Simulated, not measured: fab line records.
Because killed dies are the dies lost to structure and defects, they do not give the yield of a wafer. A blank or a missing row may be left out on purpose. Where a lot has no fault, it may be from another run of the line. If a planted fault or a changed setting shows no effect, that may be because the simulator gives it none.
Which tool was responsible?    flow nand-harc    Sampling: 24 lots, 72 wafers, 5 of 1302 route steps

WHAT THE GAUGES READ, wafer by wafer
NHARC_A_SOURCE_PLATE_INSPECT_08.
lot   measured      on                 raw-defect-count
L074  day 7 15:07   defect-inspect-02  29 56 58
L076  day 8 09:31   defect-inspect-01  84 34 33
L075  day 8 09:31   defect-inspect-02  38 46 57
L077  day 8 21:25   defect-inspect-01  66 38 47
L078  day 9 08:47   defect-inspect-01  43 53 88
L079  day 9 16:04   defect-inspect-01  66 54 57
L080  day 10 00:43  defect-inspect-02  117 120 116
L082  day 10 19:46  defect-inspect-01  40 51 81
L081  day 10 19:46  defect-inspect-02  68 116 57
L083  day 11 12:04  defect-inspect-01  35 42 37
L084  day 11 18:26  defect-inspect-02  83 43 60
L085  day 12 03:15  defect-inspect-01  34 49 43
L086  day 12 12:54  defect-inspect-01  38 71 34
L087  day 13 02:50  defect-inspect-01  58 95 68
L088  day 13 21:10  defect-inspect-01  61 59 61
L089  day 13 21:10  defect-inspect-02  48 64 52
L090  day 14 14:08  defect-inspect-01  61 65 79
L091  day 15 00:17  defect-inspect-01  121 68 81
L092  day 15 00:17  defect-inspect-02  52 30 65
L093  day 15 10:10  defect-inspect-02  72 111 37
L094  day 16 04:10  defect-inspect-01  21 40 47
L095  day 16 13:05  defect-inspect-02  43 38 47
L096  day 17 05:53  defect-inspect-01  52 70 32
L097  day 17 09:24  defect-inspect-02  64 76 36

TOOL THAT RAN EACH LOT (tool first, then ch and the chambers of the sampled wafers, then the start)
lot   NHARC_P_M2_DEGAS_29           NHARC_P_M2_DEP_33                NHARC_P_BONDPAD_PVD_27                   NHARC_A_ZERO_WELL_ETCH_19
L074  pvd-sputter-02, day 6 11:02   pecvd-02 ch 0,1,2, day 6 12:54   pvd-sputter-02, day 6 18:35 or earlier   rie-diel-07 ch 0,1,2, day 6 18:35
L076  pvd-sputter-01, day 7 03:32   pecvd-02 ch 1,2, day 7 05:20     pvd-sputter-01, day 7 11:25 or earlier   rie-diel-07 ch 0,2, day 7 11:25
L075  pvd-sputter-03, day 7 03:45   pecvd-02 ch 1,2, day 7 05:37     pvd-sputter-03, day 7 11:36 or earlier   rie-diel-08 ch 0,1,2, day 7 11:36
L077  pvd-sputter-03, day 7 13:15   pecvd-03 ch 0,1,2, day 7 14:56   pvd-sputter-02, day 7 21:12 or earlier   rie-diel-08 ch 0,2,3, day 7 21:12
L078  pvd-sputter-03, day 8 02:01   pecvd-03 ch 0,1,2, day 8 03:44   pvd-sputter-01, day 8 09:37 or earlier   rie-diel-07 ch 0,1,3, day 8 09:37
L079  pvd-sputter-02, day 8 11:26   pecvd-03 ch 0,1,2, day 8 13:11   pvd-sputter-01, day 8 19:05 or earlier   rie-diel-07 ch 1,2,3, day 8 19:05
L080  pvd-sputter-02, day 8 20:05   pecvd-02 ch 0,1,2, day 8 21:48   pvd-sputter-02, day 9 03:44 or earlier   rie-diel-07 ch 0,2,3, day 9 03:44
L082  pvd-sputter-02, day 9 14:40   pecvd-01 ch 0,1, day 9 16:22     pvd-sputter-02, day 9 22:13 or earlier   rie-diel-07 ch 2,3, day 9 22:13
L081  pvd-sputter-01, day 9 15:17   pecvd-03 ch 0,1,2, day 9 17:00   pvd-sputter-01, day 9 23:00 or earlier   rie-diel-07 ch 0,1,2, day 9 23:00
L083  pvd-sputter-02, day 10 05:23  pecvd-03 ch 0,2, day 10 07:05    pvd-sputter-02, day 10 13:01 or earlier  rie-diel-07 ch 1,2, day 10 13:01
L084  pvd-sputter-03, day 10 13:54  pecvd-01 ch 0,1,2, day 10 15:37  pvd-sputter-02, day 10 21:16 or earlier  rie-diel-07 ch 0,1, day 10 21:16
L085  pvd-sputter-02, day 10 22:32  pecvd-01 ch 0,1,2, day 11 00:14  pvd-sputter-03, day 11 06:05 or earlier  rie-diel-08 ch 1,2,3, day 11 06:05
L086  pvd-sputter-02, day 11 08:26  pecvd-02 ch 0,1, day 11 10:11    pvd-sputter-02, day 11 16:07 or earlier  rie-diel-09 ch 0,1,2, day 11 16:07
L087  pvd-sputter-03, day 11 21:38  pecvd-02 ch 0,1,2, day 11 23:20  pvd-sputter-01, day 12 05:21 or earlier  rie-diel-07 ch 2,3, day 12 05:21
L088  pvd-sputter-01, day 12 15:28  pecvd-01 ch 1,2, day 12 17:33    pvd-sputter-01, day 12 23:10 or earlier  rie-diel-08 ch 0,2, day 12 23:10
L089  pvd-sputter-02, day 12 16:19  pecvd-02 ch 1,2, day 12 18:04    pvd-sputter-01, day 13 00:07 or earlier  rie-diel-09 ch 0,1,2, day 13 00:07
L090  pvd-sputter-01, day 13 04:53  pecvd-03 ch 0,1, day 13 06:38    pvd-sputter-03, day 13 12:33 or earlier  rie-diel-09 ch 2,3, day 13 12:33
L091  pvd-sputter-01, day 13 18:34  pecvd-03 ch 0,1,2, day 13 20:17  pvd-sputter-01, day 14 02:25 or earlier  rie-diel-07 ch 1,3, day 14 02:25
L092  pvd-sputter-03, day 13 19:49  pecvd-02 ch 0,1, day 13 21:32    pvd-sputter-02, day 14 03:36 or earlier  rie-diel-07 ch 2,3, day 14 03:36
L093  pvd-sputter-01, day 14 04:26  pecvd-03 ch 0,1, day 14 06:10    pvd-sputter-03, day 14 12:09 or earlier  rie-diel-07 ch 0,2,3, day 14 12:09
L094  pvd-sputter-03, day 14 19:04  pecvd-01 ch 0,1,2, day 14 20:47  pvd-sputter-03, day 15 02:37 or earlier  rie-diel-07 ch 1,2, day 15 02:37
L095  pvd-sputter-02, day 15 06:30  pecvd-01 ch 0,1, day 15 08:13    pvd-sputter-01, day 15 14:22 or earlier  rie-diel-07 ch 2,3, day 15 14:22
L096  pvd-sputter-01, day 15 22:01  pecvd-03 ch 0,1,2, day 15 23:43  pvd-sputter-01, day 16 05:35 or earlier  rie-diel-08 ch 1,2,3, day 16 05:35
L097  pvd-sputter-01, day 16 03:59  pecvd-02 ch 0,1, day 16 05:46    pvd-sputter-01, day 16 11:38 or earlier  rie-diel-07 ch 1,2, day 16 11:38
- NHARC_P_M2_DEGAS_29: time 60 s.
- NHARC_P_M2_DEP_33: deposits SiCN, target thk 30 nm.
- NHARC_P_BONDPAD_PVD_27: deposits Cu, target thk 30 nm, time 20.49 s.
- NHARC_A_ZERO_WELL_ETCH_19: etches the open film in N2/H2, target depth 80 nm, overetch 24 nm, time 87.88 s.

WHAT THE TOOLS THEMSELVES READ (means of the sampled wafers that have a number; where no wafer has one, the mark that the record gives instead)
NHARC_P_M2_DEGAS_29.
lot   tool            heater-power-w (W)
L074  pvd-sputter-02  311
L076  pvd-sputter-01  323
L075  pvd-sputter-03  320
L077  pvd-sputter-03  325
L078  pvd-sputter-03  321
L079  pvd-sputter-02  326
L080  pvd-sputter-02  344
L082  pvd-sputter-02  344
L081  pvd-sputter-01  318
L083  pvd-sputter-02  339
L084  pvd-sputter-03  309
L085  pvd-sputter-02  337
L086  pvd-sputter-02  332
L087  pvd-sputter-03  326
L088  pvd-sputter-01  328
L089  pvd-sputter-02  348
L090  pvd-sputter-01  324
L091  pvd-sputter-01  325
L092  pvd-sputter-03  320
L093  pvd-sputter-01  329
L094  pvd-sputter-03  324
L095  pvd-sputter-02  343
L096  pvd-sputter-01  321
L097  pvd-sputter-01  325

NHARC_P_M2_DEP_33.
lot   tool      heater-power-w (W)
L074  pecvd-02  506
L076  pecvd-02  504
L075  pecvd-02  526
L077  pecvd-03  631
L078  pecvd-03  617
L079  pecvd-03  628
L080  pecvd-02  523
L082  pecvd-01  543
L081  pecvd-03  644
L083  pecvd-03  624
L084  pecvd-01  602
L085  pecvd-01  575
L086  pecvd-02  489
L087  pecvd-02  466
L088  pecvd-01  534
L089  pecvd-02  535
L090  pecvd-03  636
L091  pecvd-03  624
L092  pecvd-02  482
L093  pecvd-03  621
L094  pecvd-01  562
L095  pecvd-01  661
L096  pecvd-03  643
L097  pecvd-02  510

NHARC_P_BONDPAD_PVD_27.
lot   tool            throttle-valve-pct (%)
L074  pvd-sputter-02  29.9
L076  pvd-sputter-01  30.2
L075  pvd-sputter-03  29.4
L077  pvd-sputter-02  29.7
L078  pvd-sputter-01  30.2
L079  pvd-sputter-01  30.8
L080  pvd-sputter-02  29.4
L082  pvd-sputter-02  29.5
L081  pvd-sputter-01  30.7
L083  pvd-sputter-02  29.8
L084  pvd-sputter-02  29.4
L085  pvd-sputter-03  30.7
L086  pvd-sputter-02  29.7
L087  pvd-sputter-01  30.4
L088  pvd-sputter-01  30.8
L089  pvd-sputter-01  31.1
L090  pvd-sputter-03  30.8
L091  pvd-sputter-01  30.8
L092  pvd-sputter-02  29.8
L093  pvd-sputter-03  30.7
L094  pvd-sputter-03  29.9
L095  pvd-sputter-01  30.7
L096  pvd-sputter-01  30.4
L097  pvd-sputter-01  30.8

NHARC_A_ZERO_WELL_ETCH_19.
lot   tool         drypump-motor-current-A (A)  oes-product-au (a.u.)  rf-vpp-V (V)  showerhead-plenum-p-Torr (Torr)  throttle-valve-pct (%)
L074  rie-diel-07  5.7                          0.997                  431.3         2.05                             14.165
L076  rie-diel-07  5.8                          1.000                  428.4         1.98                             14.168
L075  rie-diel-08  5.9                          0.999                  432.3         2.09                             14.174
L077  rie-diel-08  5.8                          1.003                  432.7         2.15                             14.179
L078  rie-diel-07  6.1                          0.995                  431.2         2.04                             14.167
L079  rie-diel-07  5.8                          0.990                  431.5         2.08                             14.162
L080  rie-diel-07  5.9                          0.992                  429.1         2.01                             14.182
L082  rie-diel-07  6.0                          1.002                  430.0         2.03                             14.168
L081  rie-diel-07  5.6                          1.001                  430.3         2.05                             14.173
L083  rie-diel-07  5.2                          1.001                  432.1         2.09                             14.178
L084  rie-diel-07  6.1                          1.011                  429.2         2.02                             14.169
L085  rie-diel-08  5.9                          0.995                  432.7         2.09                             14.167
L086  rie-diel-09  5.6                          0.994                  428.1         1.96                             14.175
L087  rie-diel-07  6.0                          0.994                  429.9         2.03                             14.174
L088  rie-diel-08  5.7                          1.011                  433.4         2.14                             14.162
L089  rie-diel-09  5.6                          1.003                  427.6         1.96                             14.179
L090  rie-diel-09  6.4                          1.006                  429.2         2.00                             14.174
L091  rie-diel-07  6.0                          1.002                  432.5         2.11                             14.172
L092  rie-diel-07  5.6                          1.005                  430.0         2.04                             14.172
L093  rie-diel-07  5.9                          0.997                  428.6         2.00                             14.177
L094  rie-diel-07  5.5                          1.000                  432.6         2.12                             14.171
L095  rie-diel-07  5.5                          1.000                  430.9         2.04                             14.167
L096  rie-diel-08  5.8                          1.004                  432.3         2.09                             14.173
L097  rie-diel-07  5.5                          1.003                  433.3         2.12                             14.185

THE ANSWER, worked out from the rows above alone
Rule: the lots themselves supply what counts as usual. The widest of any qualifying gaps counts: lots, ordered by their means at a reading, are off when they make up no more than a third of the lots, leave a main group of 4 or more, and stand apart from it by 3 or more times the standard deviation of that group's means. Not used: any main group whose means are identical at the precision the tables above print for the reading. Also off: a lot with no number at a reading for which 4 or more lots have one. Where the step has rows for the other lots, those lots are counted as sound. The gauges are gone through in route order, then the tools' own readings, and for those a lot's mean is taken as printed above. At the first step where some lot is off, the reading lying furthest off is the one used; lots without a number count as furthest.
Nothing can be told from this: no lot is off at any reading shown.

WHAT THE SIMULATOR HAD PUT IN
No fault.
